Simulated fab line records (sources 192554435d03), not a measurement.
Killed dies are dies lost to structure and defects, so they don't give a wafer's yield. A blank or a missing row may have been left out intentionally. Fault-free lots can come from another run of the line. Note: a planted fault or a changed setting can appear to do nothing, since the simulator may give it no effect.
The tool behind it: which one?	flow n5 finfet	72 wafers from 24 lots sampled at 6 of the route's 1938 steps

## WHAT EACH GAUGE READ, for each wafer
N5_BEOL_M0_SAQP_INSPECT_16: inspects for defects (brightfield).
lot	measured	on	raw defect count
L074	day 6 01:24	defect inspect-02	370 330 246
L076	day 6 03:14	defect inspect-02	325 398 324
L077	day 6 19:53	defect inspect-01	514 303 605
L078	day 6 20:02	defect inspect-02	554 487 353
L075	day 6 20:12	defect inspect-02	475 536 534
L079	day 6 20:36	defect inspect-02	425 436 445
L080	day 7 04:10	defect inspect-02	971 536 652
L081	day 7 10:59	defect inspect-02	398 428 313
L082	day 7 15:52	defect inspect-01	619 380 608
L083	day 7 20:10	defect inspect-02	491 308 420
L084	day 8 06:22	defect inspect-01	339 359 558
L085	day 8 13:56	defect inspect-02	432 453 440
L086	day 8 16:08	defect inspect-01	346 438 364
L087	day 8 19:26	defect inspect-02	363 431 302
L088	day 9 00:40	defect inspect-01	385 284 356
L089	day 9 10:42	defect inspect-01	439 750 534
L090	day 9 12:43	defect inspect-01	530 625 579
L091	day 9 15:22	defect inspect-02	421 394 412
L092	day 10 01:38	defect inspect-01	443 314 391
L093	day 10 04:52	defect inspect-01	672 452 512
L094	day 10 16:28	defect inspect-01	385 304 511
L095	day 10 21:25	defect inspect-01	883 321 826
L096	day 11 01:00	defect inspect-01	983 524 1071
L097	day 11 08:00	defect inspect-01	765 746 676

N5_BEOL_M0_SAQP_CD_MEAS_25: target cd 13.1 nm.
lot	measured	on	cd nm (nm)
L074	day 6 03:00	cd sem-01	12.79 12.72 12.57
L076	day 6 04:50	cd sem-02	12.94 12.63 12.46
L077	day 6 21:32	cd sem-02	13.03 12.85 13.13
L078	day 6 22:19	cd sem-02	12.80 12.93 12.96
L075	day 6 22:23	cd sem-02	13.00 13.12 12.88
L079	day 6 22:48	cd sem-01	12.77 12.86 12.69
L080	day 7 06:04	cd sem-02	12.53 13.19 12.42
L081	day 7 12:41	cd sem-03	12.91 12.76 12.56
L082	day 7 18:07	cd sem-02	12.64 13.07 12.85
L083	day 7 23:26	cd sem-01	12.79 13.20 13.03
L084	day 8 08:11	cd sem-03	13.02 12.76 12.81
L085	day 8 15:49	cd sem-01	12.69 12.72 13.28
L086	day 8 17:55	cd sem-02	12.55 12.67 12.96
L087	day 8 21:04	cd sem-01	13.02 12.89 12.97
L088	day 9 03:32	cd sem-02	12.91 12.92 12.81
L089	day 9 12:40	cd sem-02	12.93 12.88 13.01
L090	day 9 14:52	cd sem-03	12.55 12.73 12.53
L091	day 9 17:10	cd sem-01	12.24 12.69 12.76
L092	day 10 03:17	cd sem-02	12.74 12.89 12.72
L093	day 10 07:19	cd sem-01	12.82 12.78 12.56
L094	day 10 18:19	cd sem-01	12.66 13.00 13.20
L095	day 10 23:01	cd sem-02	12.71 12.81 12.75
L096	day 11 02:37	cd sem-03	12.75 12.56 12.78
L097	day 11 09:41	cd sem-01	12.97 12.67 12.72

## WHAT TOOL EACH LOT RAN ON (gives the tool, then ch and the chambers of the sampled wafers, and finally the start)
lot	N5_BEOL_M0_SAQP_PECVD_04	N5_BEOL_M0_SAQP_DESCUM_19	N5_BEOL_M0_SAQP_HM_OPEN_112	N5_BEOL_M0_SAQP_MANDREL1_REMOVE_100
L074	pecvd-04 ch 1,2, day 6 00:46	rie diel-06 ch 1,2,3, day 6 01:26	rie diel-06 ch 1,2,3, day 6 01:38	rie si-05 ch 0,2,3, day 6 02:53
L076	pecvd-01 ch 0,1, day 6 02:36	rie diel-06 ch 0,3, day 6 03:16	rie diel-06 ch 0,3, day 6 03:28	rie si-04 ch 0,3, day 6 04:43
L077	pecvd-01 ch 1,2, day 6 19:15	rie diel-02 ch 0,1,2, day 6 19:58	rie diel-02 ch 0,1,2, day 6 20:10	rie si-05 ch 0,1,2, day 6 21:25
L078	pecvd-04 ch 1,2, day 6 19:16	rie diel-06 ch 2,3, day 6 20:04	rie diel-06 ch 2,3, day 6 20:16	rie si-04 ch 0,2, day 6 22:12
L075	pecvd-03 ch 1,2, day 6 19:17	rie diel-03 ch 0,2,3, day 6 20:14	rie diel-03 ch 0,2,3, day 6 20:26	rie si-05 ch 1,2,3, day 6 22:17
L079	pecvd-04 ch 0,1, day 6 19:58	rie diel-06 ch 0,1,2, day 6 20:39	rie diel-06 ch 0,1,2, day 6 20:50	rie si-05 ch 0,2,3, day 6 22:41
L080	pecvd-01 ch 0,1, day 7 03:40	rie diel-02 ch 0,2,3, day 7 04:28	rie diel-02 ch 0,2,3, day 7 04:40	rie si-04 ch 1,2,3, day 7 05:57
L081	pecvd-03 ch 0,1,2, day 7 10:29	rie diel-06 ch 1,2,3, day 7 11:01	rie diel-06 ch 1,2,3, day 7 11:13	rie si-06 ch 0,1,2, day 7 12:34
L082	pecvd-03 ch 1,2, day 7 15:14	rie diel-06 ch 1,2, day 7 16:22	rie diel-06 ch 1,2, day 7 16:34	rie si-05 ch 2,3, day 7 18:01
L083	pecvd-01 ch 0,2, day 7 19:32	rie diel-03 ch 1,2, day 7 20:12	rie diel-03 ch 1,2, day 7 20:23	rie si-05 ch 2,3, day 7 23:19
L084	pecvd-01 ch 0,1, day 8 05:52	rie diel-02 ch 0,2, day 8 06:25	rie diel-02 ch 0,2, day 8 06:36	rie si-06 ch 2,3, day 8 08:04
L085	pecvd-01 ch 0,2, day 8 13:17	rie diel-02 ch 0,1,2, day 8 13:59	rie diel-02 ch 0,1,2, day 8 14:10	rie si-04 ch 1,2, day 8 15:42
L086	pecvd-01 ch 0,1,2, day 8 15:29	rie diel-02 ch 0,1,3, day 8 16:10	rie diel-02 ch 0,1,3, day 8 16:21	rie si-05 ch 1,2,3, day 8 17:48
L087	pecvd-03 ch 0,1,2, day 8 18:48	rie diel-02 ch 2,3, day 8 19:28	rie diel-02 ch 2,3, day 8 19:40	rie si-05 ch 1,2,3, day 8 20:58
L088	pecvd-01 ch 1,2, day 9 00:01	rie diel-06 ch 0,1,2, day 9 00:50	rie diel-06 ch 0,1,2, day 9 01:02	rie si-05 ch 2,3, day 9 03:25
L089	pecvd-04 ch 1,2, day 9 10:04	rie diel-06 ch 0,1, day 9 11:06	rie diel-06 ch 0,1, day 9 11:17	rie si-06 ch 0,2,3, day 9 12:33
L090	pecvd-03 ch 0,1, day 9 12:11	rie diel-06 ch 0,1, day 9 12:47	rie diel-06 ch 0,1, day 9 12:59	rie si-06 ch 0,2,3, day 9 14:46
L091	pecvd-03 ch 0,1,2, day 9 14:51	rie diel-06 ch 2,3, day 9 15:23	rie diel-06 ch 2,3, day 9 15:35	rie si-04 ch 1,2,3, day 9 17:04
L092	pecvd-04 ch 0,1, day 10 01:00	rie diel-02 ch 0,2,3, day 10 01:40	rie diel-02 ch 0,2,3, day 10 01:52	rie si-06 ch 1,2, day 10 03:11
L093	pecvd-03 ch 0,1,2, day 10 04:22	rie diel-06 ch 0,1, day 10 04:54	rie diel-06 ch 0,1, day 10 05:05	rie si-05 ch 0,1, day 10 07:12
L094	pecvd-01 ch 0,2, day 10 15:50	rie diel-02 ch 2,3, day 10 16:29	rie diel-02 ch 2,3, day 10 16:41	rie si-05 ch 0,1,2, day 10 18:13
L095	pecvd-01 ch 0,1,2, day 10 20:47	rie diel-06 ch 0,1,2, day 10 21:27	rie diel-06 ch 0,1,2, day 10 21:38	rie si-04 ch 0,1,3, day 10 22:55
L096	pecvd-04 ch 1,2, day 11 00:28	rie diel-03 ch 0,1,2, day 11 01:03	rie diel-03 ch 0,1,2, day 11 01:14	rie si-06 ch 0,1,2, day 11 02:30
L097	pecvd-03 ch 1,2, day 11 07:22	rie diel-06 ch 0,2,3, day 11 08:02	rie diel-06 ch 0,2,3, day 11 08:13	rie si-04 ch 2,3, day 11 09:35
- N5_BEOL_M0_SAQP_PECVD_04: deposits a-Si from SiH4/He, target thk 60 nm, time 60.2 s.
- N5_BEOL_M0_SAQP_DESCUM_19: chemistry O2, time 7.9 s.
- N5_BEOL_M0_SAQP_HM_OPEN_112: chemistry CHF3/O2, target SiO2, stops on a-Si, target depth 12 nm, time 13.5 s.
- N5_BEOL_M0_SAQP_MANDREL1_REMOVE_100: chemistry HBr/Cl2/O2, target a-Si, stops on SiNx, bt time 10 s.

## WHAT THE TOOLS THEMSELVES READ (means of the sampled wafers that have a number; where no wafer has one, the mark that the record gives instead)
N5_BEOL_M0_SAQP_PECVD_04.
lot	tool	heater power outer w (W)	heater power w (W)	showerhead plenum p Torr (Torr)	throttle valve pct (%)
L074	pecvd-04	420	757	5.64	18.5
L076	pecvd-01	355	611	5.69	18.6
L077	pecvd-01	292	535	5.72	17.0
L078	pecvd-04	378	674	5.61	18.7
L075	pecvd-03	393	673	5.72	17.8
L079	pecvd-04	419	773	5.59	18.4
L080	pecvd-01	372	647	5.69	18.5
L081	pecvd-03	312	543	5.69	18.1
L082	pecvd-03	346	567	5.68	18.6
L083	pecvd-01	308	539	5.66	18.4
L084	pecvd-01	359	624	5.69	18.4
L085	pecvd-01	282	500	5.69	17.7
L086	pecvd-01	328	582	5.70	17.8
L087	pecvd-03	325	552	5.69	18.3
L088	pecvd-01	330	592	5.74	17.2
L089	pecvd-04	406	714	5.62	18.9
L090	pecvd-03	276	476	5.64	18.7
L091	pecvd-03	340	570	5.68	18.3
L092	pecvd-04	407	751	5.59	18.7
L093	pecvd-03	332	559	5.70	18.3
L094	pecvd-01	293	523	5.68	18.4
L095	pecvd-01	329	590	5.71	17.9
L096	pecvd-04	409	712	5.61	18.5
L097	pecvd-03	384	652	5.72	17.8

N5_BEOL_M0_SAQP_DESCUM_19.
lot	tool	drypump motor current A (A)	oes product au (a.u.)	rf vpp V (V)	showerhead plenum p Torr (Torr)	throttle valve pct (%)
L074	rie diel-06	5.6	0.74	241.8	2.05	20.5
L076	rie diel-06	5.6	0.69	241.4	2.04	20.6
L077	rie diel-02	5.5	0.78	242.9	2.05	20.6
L078	rie diel-06	5.5	0.69	242.7	2.02	20.4
L075	rie diel-03	5.9	0.72	241.9	2.06	20.4
L079	rie diel-06	5.7	0.74	242.7	2.09	20.4
L080	rie diel-02	5.7	0.81	243.3	2.09	20.3
L081	rie diel-06	5.6	0.73	243.6	2.04	20.5
L082	rie diel-06	5.7	0.75	243.9	2.11	20.2
L083	rie diel-03	6.0	0.72	242.2	2.04	20.2
L084	rie diel-02	5.8	0.75	242.4	2.00	20.5
L085	rie diel-02	5.5	0.77	242.0	2.04	20.6
L086	rie diel-02	5.3	0.81	242.8	2.12	20.4
L087	rie diel-02	5.7	0.75	243.2	2.07	20.5
L088	rie diel-06	5.7	0.83	243.4	2.08	20.3
L089	rie diel-06	5.6	0.84	242.4	2.04	20.7
L090	rie diel-06	5.7	0.90	241.9	2.05	20.4
L091	rie diel-06	5.5	0.88	244.5	2.19	20.2
L092	rie diel-02	5.7	0.78	242.2	2.08	20.4
L093	rie diel-06	5.7	0.83	242.7	2.04	20.7
L094	rie diel-02	5.5	0.78	244.1	2.15	20.3
L095	rie diel-06	5.7	0.81	243.3	2.08	20.3
L096	rie diel-03	5.7	0.78	243.7	2.05	20.3
L097	rie diel-06	5.6	0.85	244.1	2.13	20.1

N5_BEOL_M0_SAQP_HM_OPEN_112.
lot	tool	drypump motor current A (A)	oes product au (a.u.)	rf vpp V (V)	showerhead plenum p Torr (Torr)	throttle valve pct (%)
L074	rie diel-06	5.6	0.48	526	2.39	19.1
L076	rie diel-06	5.6	0.45	536	2.35	19.0
L077	rie diel-02	5.5	0.52	525	2.38	19.1
L078	rie diel-06	5.5	0.46	532	2.37	19.1
L075	rie diel-03	5.9	0.48	513	2.37	18.8
L079	rie diel-06	5.7	0.49	526	2.42	18.9
L080	rie diel-02	5.7	0.53	529	2.42	18.9
L081	rie diel-06	5.6	0.48	526	2.39	19.1
L082	rie diel-06	5.8	0.50	521	2.47	18.8
L083	rie diel-03	6.0	0.46	526	2.36	18.5
L084	rie diel-02	5.8	0.49	536	2.33	19.1
L085	rie diel-02	5.5	0.51	524	2.38	19.1
L086	rie diel-02	5.3	0.54	518	2.46	18.9
L087	rie diel-02	5.7	0.50	537	2.39	18.9
L088	rie diel-06	5.7	0.54	526	2.41	18.8
L089	rie diel-06	5.7	0.54	527	2.36	19.1
L090	rie diel-06	5.7	0.58	532	2.36	18.7
L091	rie diel-06	5.5	0.59	538	2.56	18.9
L092	rie diel-02	5.7	0.51	529	2.41	18.9
L093	rie diel-06	5.6	0.53	526	2.36	19.1
L094	rie diel-02	5.6	0.51	531	2.46	18.7
L095	rie diel-06	5.7	0.52	526	2.41	18.8
L096	rie diel-03	5.7	0.50	514	2.37	18.7
L097	rie diel-06	5.6	0.56	534	2.48	18.6

N5_BEOL_M0_SAQP_MANDREL1_REMOVE_100.
lot	tool	drypump motor current A (A)	oes product au (a.u.)	throttle valve pct (%)
L074	rie si-05	5.7	1.010	36.9
L076	rie si-04	6.2	1.008	36.3
L077	rie si-05	5.7	0.995	36.8
L078	rie si-04	6.0	1.023	37.0
L075	rie si-05	5.5	1.002	36.7
L079	rie si-05	5.7	1.005	36.9
L080	rie si-04	5.7	1.006	36.4
L081	rie si-06	6.0	0.988	36.2
L082	rie si-05	5.3	0.993	37.1
L083	rie si-05	5.4	1.008	36.8
L084	rie si-06	6.0	0.973	36.3
L085	rie si-04	5.6	1.014	36.8
L086	rie si-05	5.5	1.001	36.7
L087	rie si-05	5.5	1.005	36.7
L088	rie si-05	5.3	1.009	37.2
L089	rie si-06	6.0	0.992	36.4
L090	rie si-06	5.9	0.986	36.4
L091	rie si-04	5.7	1.015	36.4
L092	rie si-06	6.1	0.980	36.1
L093	rie si-05	5.9	1.004	36.3
L094	rie si-05	5.7	0.998	36.8
L095	rie si-04	5.8	1.005	36.1
L096	rie si-06	6.1	0.980	36.2
L097	rie si-04	6.0	1.014	36.9

## THE ANSWER, worked out from the rows above alone
Rule: usual is defined by the lots themselves. The widest of any qualifying gaps counts: lots, ordered by their means at a reading, are off when they make up no more than a third of the lots, leave a main group of 4 or more, and stand apart from it by 3 or more times the standard deviation of that group's means. The tables above print the reading to a certain number of digits; a main group whose means all agree to those digits is not used. A lot without any number at a reading at which 4 lots or more have one is off too. Any other lot the step has rows for is counted as sound. Order of review: gauges by route order, followed by the tools' own readings, for which a lot's mean as printed above is used. The first step at which some lot is off is used, and at that step the reading that is off furthest; a lot without a number counts as furthest.
No lot is off on any of the readings shown, so nothing can be concluded from this.

## WHAT THE SIMULATOR HAD PUT IN
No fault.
